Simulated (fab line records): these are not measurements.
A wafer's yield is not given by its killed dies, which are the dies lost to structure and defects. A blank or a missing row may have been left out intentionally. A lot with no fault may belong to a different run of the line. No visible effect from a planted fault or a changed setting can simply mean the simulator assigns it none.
Lot-split experiment	flow n5 finfet	on a route of 1938 steps: 7 lots, 39 wafers read

## THE SPLIT ITSELF
At N5_BEOL_M8_ILD_DEP_00 (deposits SiCOH lowk from DEMS/porogen, target thk 179.75 nm, time 33.4 s), the setting time s was moved away from the recipe's 33.4 s on 6 of the 39 wafers read, by -29.5% to +53.9%. For the rest of the wafers, this setting stayed at what the recipe calls for.

## THE PATH FROM SPLIT TO READING: the file shows 1 step between them
- N5_BEOL_M8_CURE_74: cures SiCOH lowk, time 240 s

## THE READING
Values of M8_ILD_THK in nm from N5_BEOL_M8_THK_MEAS_01. On this fab line, fault-free wafers typically give 154.7 nm with a standard deviation of 1.8 nm.

wafer	tool, chamber at the split	time s as run, s	against the recipe	M8_ILD_THK, nm	against lot-mates on the recipe
L077.1	pecvd-03, 1	33.4	recipe	153.7	-
L077.2	pecvd-03, 0,1	33.4	recipe	154.9	-
L077.3	pecvd-03, 0,1	33.4	recipe	154.8	-
L077.4	pecvd-03, 0	33.4	recipe	155.7	-
L077.5	pecvd-03, 0	33.4	recipe	155.5	-
L077.6	pecvd-03, 1	33.4	recipe	153.4	-
L078.1	pecvd-01, 0	33.4	recipe	154.8	-
L078.2	pecvd-01, 2	33.4	recipe	153.2	-
L078.3	pecvd-01, 1	33.4	recipe	151.7	-
L078.4	pecvd-01, 1	33.4	recipe	154.2	-
L078.5	pecvd-01, 2	33.4	recipe	155.2	-
L078.6	pecvd-01, 0	33.4	recipe	156.0	-
L079.1	pecvd-04, 1	23.54	-29.5%	111.0	-42.3
L079.2	pecvd-04, 2	33.4	recipe	154.2	-
L079.3	pecvd-04, 0	33.4	recipe	151.3	-
L079.4	pecvd-04, 2	23.54	-29.5%	112.0	-41.3
L079.5	pecvd-04, 0	33.4	recipe	154.4	-
L079.6	pecvd-04, 1	23.54	-29.5%	111.3	-42.0
L088.1	pecvd-01, 2	33.4	recipe	153.8	-
L088.2	pecvd-01, 1	33.4	recipe	151.1	-
L088.3	pecvd-01, 2	33.4	recipe	155.1	-
L088.4	pecvd-01, 1	33.4	recipe	155.8	-
L088.5	pecvd-01, 1	33.4	recipe	153.5	-
L088.6	pecvd-01, 2	33.4	recipe	154.7	-
L087.4	pecvd-04, 2	33.4	recipe	155.0	-
L087.5	pecvd-04, 0	33.4	recipe	153.7	-
L087.6	pecvd-04, 2	33.4	recipe	155.7	-
L091.1	pecvd-03, 2	33.4	recipe	155.2	-
L091.2	pecvd-03, 0,1	33.4	recipe	153.3	-
L091.3	pecvd-03, 0,1	33.4	recipe	153.3	-
L091.4	pecvd-03, 2	33.4	recipe	154.7	-
L091.5	pecvd-03, 1	33.4	recipe	156.4	-
L091.6	pecvd-03, 0	33.4	recipe	157.1	-
L095.1	pecvd-03, 1	33.4	recipe	155.2	-
L095.2	pecvd-03, 0	33.4	recipe	157.1	-
L095.3	pecvd-03, 2	51.4	+53.9%	236.2	+80.3
L095.4	pecvd-03, 2	33.4	recipe	155.5	-
L095.5	pecvd-03, 0	51.4	+53.9%	242.4	+86.5
L095.6	pecvd-03, 1	51.4	+53.9%	240.4	+84.5
Rows listing several chambers each stand for several wafers; the file does not say which wafer went through which chamber.

FIT RESULTS
A straight line over all 39 wafers: M8_ILD_THK changes by +1.55 nm for each +1% of time s; r = +1.00; the points scatter about the line by 1.7 nm.
The same after taking each lot's own level away (the mean of its wafers on the recipe; 39 wafers): +1.52 nm for each +1%; r = +1.00; scatter 1.7 nm.
Per that fit: largest time s move, reading shift of 82 nm.
The span of the lots' own levels, 153.30 to 155.93 nm, comes to 1.5 times the standard deviation stated above.
So the lot-to-lot level changes the slope little: the two slopes agree.
Check: +83 nm against its lot-mates is what the line predicts for one of the wafers moved furthest among these (+53.9%) when that wafer is left out of the fit. Against them it came out at +80.3 nm.

## ADDITIONAL SPLITS CARRIED BY THESE WAFERS
Other splits were also applied to these wafers ahead of the reading. Each is held against what the fit with the lots' levels taken away leaves over:
other split on the same wafers	wafers away from the commonest value	r with M8_ILD_THK (lot level and that fit taken away)
N5_BEOL_M4_TRENCH_ETCH_37 time s	15	+0.11
N5_BEOL_M6_DEP_56 time s	12	-0.32

## THE WHOLE CHAIN: every reading that the file lists as answering this split, in the file's order
step	what it does	reading	change (the file's fit)	r (the file's)
N5_BEOL_M8_ILD_DEP_00	deposits SiCOH lowk from DEMS/porogen, target thk 179.75 nm, time 33.4 s	SiCOH_lowk_of_BEOL_M8_ILD_DEP_00.thk nm (the simulator's own value, which no gauge read)	+1.74 nm for each +1% of the setting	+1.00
N5_BEOL_M8_CURE_74	cures SiCOH lowk, time 240 s	SiCOH_lowk_of_BEOL_M8_ILD_DEP_00.thk nm (the simulator's own value, which no gauge read)	+1.53 nm for each +1% of the setting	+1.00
N5_BEOL_M8_THK_MEAS_01		M8_ILD_THK	+1.52 for each +1% of the setting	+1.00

## THE FILE'S OWN FIT
M8_ILD_THK changes by +1.52 nm for each +1% of time s, r = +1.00.
